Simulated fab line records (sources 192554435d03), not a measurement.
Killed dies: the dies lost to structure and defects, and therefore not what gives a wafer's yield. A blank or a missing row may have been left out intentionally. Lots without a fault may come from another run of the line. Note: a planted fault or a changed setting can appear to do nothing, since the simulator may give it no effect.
Split-lot trial ; flow n5 finfet ; 21 wafers read across 7 lots, on a route 1938 steps long

THE SPLIT ITSELF
At N5_BEOL_M12_SPUTTER_44 (material Ta, target thk 10 nm, time 16.13 s), the setting power w was moved away from the recipe's 15000 W on 5 of the 21 wafers read, by -12.2% to +8.2%. The other wafers ran this setting at the recipe's value.

Reading taken at the split's own step.

THE READING
Ta_of_BEOL_M12_SPUTTER_44.thk nm (the simulator's own value, which no gauge read), in nm, at N5_BEOL_M12_SPUTTER_44 (material Ta, target thk 10 nm, time 16.13 s). No usual value for it is given in the file. Here, 16 wafers ran the recipe; their average is 9.9 nm with a standard deviation of 0.16 nm.

wafer;tool, chamber at the split;power w as run, W;against the recipe;Ta_of_BEOL_M12_SPUTTER_44.thk nm, nm;against lot-mates on the recipe
L076.1;pvd sputter-02, -;15000;recipe;10.2;-
L076.4;pvd sputter-02, -;15000;recipe;10.2;-
L076.6;pvd sputter-02, -;15000;recipe;10;-
L079.2;pvd sputter-03, -;15730;+4.9%;10.6;+0.4
L079.6;pvd sputter-03, -;15730;+4.9%;10.6;+0.4
L079.3;pvd sputter-03, -;15000;recipe;10.2;-
L081.3;pvd sputter-01, -;15000;recipe;9.8;-
L081.5;pvd sputter-01, -;15000;recipe;9.8;-
L081.4;pvd sputter-01, -;15000;recipe;10;-
L083.1;pvd sputter-01, -;15000;recipe;9.8;-
L083.3;pvd sputter-01, -;15000;recipe;9.8;-
L083.6;pvd sputter-01, -;16230;+8.2%;10.6;+0.8
L086.1;pvd sputter-02, -;15000;recipe;10;-
L086.2;pvd sputter-02, -;13170;-12.2%;9;-1.0
L086.3;pvd sputter-02, -;13170;-12.2%;8.8;-1.2
L088.4;pvd sputter-01, -;15000;recipe;9.8;-
L088.5;pvd sputter-01, -;15000;recipe;9.8;-
L088.6;pvd sputter-01, -;15000;recipe;9.8;-
L089.1;pvd sputter-03, -;15000;recipe;9.8;-
L089.6;pvd sputter-03, -;15000;recipe;9.8;-
L089.2;pvd sputter-03, -;15000;recipe;10;-

THE FIT
A straight line over all 21 wafers: Ta_of_BEOL_M12_SPUTTER_44.thk nm changes by +0.0904 nm for each +1% of power w; r = +0.93; the points scatter about the line by 0.17 nm.
The same after taking each lot's own level away (the mean of its wafers on the recipe; 21 wafers): +0.0904 nm for each +1%; r = +0.98; scatter 0.075 nm.
On that fit, the largest move of power w shifts the reading by 1.1 nm.
Measured against the standard deviation above, the lots' own levels, which go from 9.80 to 10.20 nm, span 2.6 times it.
Consequently the slope shifts little with the lot-to-lot level, the two slopes agreeing.
Check: with one of the wafers moved furthest among these (-12.2%) left out of the fit, the line predicts -1.17 nm for it against its lot-mates. It came out at -1 nm against them.

OTHER SPLITS APPLIED TO THESE WAFERS
Other splits were also applied to these wafers ahead of the reading. Each is held against what the fit with the lots' levels taken away leaves over:
other split on the same wafers;wafers away from the commonest value;r with Ta_of_BEOL_M12_SPUTTER_44.thk nm (lot level and that fit taken away)
N5_BEOL_M6_ALD_77 ald cycles;10;+0.03
N5_BEOL_M7_DEP_56 time s;6;-0.39
N5_BEOL_M9_ILD_DEP_00 time s;5;+0.40
N5_BEOL_M9_COAT_05 spin rpm;9;-0.10
N5_BEOL_M9_ALD_74 ald cycles;7;-0.15
N5_BEOL_M10_COAT_05 spin rpm;6;-0.27
N5_BEOL_M10_ETCH_62 time s;5;+0.30

THE FILE'S OWN FIT
Ta_of_BEOL_M12_SPUTTER_44.thk nm changes by +0.0915 nm for each +1% of power w, r = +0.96.
